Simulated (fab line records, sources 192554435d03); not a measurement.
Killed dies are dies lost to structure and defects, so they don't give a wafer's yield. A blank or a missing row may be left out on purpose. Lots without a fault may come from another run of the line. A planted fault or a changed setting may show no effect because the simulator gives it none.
Chamber matching | flow n5_finfet | N5_BEOL_M6_DEP_56 on pecvd-01: 3 sister chambers
The step deposits SiCN from 3MS/NH3, target thk 10 nm, time 17.5 s. 6 wafers are shown with their chamber, then 10 later ones without.

WAFERS WITH THEIR CHAMBER
wafer  | chamber | showerhead_plenum_p_Torr (Torr) | throttle_valve_pct (%)
L085.1 | 0       | 3.668                           | 9.0
L085.5 | 0       | 3.660                           | 9.0
L087.5 | 2       | 3.673                           | 9.0
L087.6 | 1       | 3.661                           | 9.0
L088.1 | 1       | 3.661                           | 9.0
L088.4 | 2       | 3.676                           | 9.1

WAFERS WITHOUT THEIR CHAMBER
wafer  | showerhead_plenum_p_Torr (Torr) | throttle_valve_pct (%)
L088.5 | 3.662                           | 8.9
L093.3 | 3.661                           | 9.0
L093.5 | 3.664                           | 9.1
L093.6 | 3.676                           | 8.8
L092.1 | 3.661                           | 8.8
L092.2 | 3.678                           | 9.0
L092.5 | 3.656                           | 9.0
L097.2 | 3.681                           | 9.0
L097.3 | 3.671                           | 9.1
L097.6 | 3.678                           | 8.9

WHICH CHAMBER EACH WENT THROUGH
wafer  | from the rows above          | in truth
L088.5 | can't be placed: 1 or 0      | 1
L093.3 | can't be placed: 1 or 0      | 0
L093.5 | can't be placed: 0 or 1 or 2 | 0
L093.6 | can't be placed: 0 or 2 or 1 | 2
L092.1 | can't be placed: 1 or 0      | 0
L092.2 | 2                            | 2
L092.5 | can't be placed: 1 or 0      | 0
L097.2 | 2                            | 2
L097.3 | can't be placed: 2 or 0      | 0
L097.6 | can't be placed: 2 or 0 or 1 | 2
Placed correctly: 2 of 10. Can't be placed from these rows: 8 (the true chamber is among the candidates in 8). Placed wrongly: 0.
How it was worked out, from the rows above alone: a wafer's distance from a chamber is the root of the sum, over the readings, of the square of ((its reading less the chamber's mean) divided by the reading's scatter). The wafer belongs to the nearest chamber; if the next one is less than 2 further off, it can't be placed. A chamber's mean is the mean of its shown wafers. The scatter: the root of (the sum of the squares of (reading less its chamber's mean) over the shown wafers, divided by (wafers less chambers)).
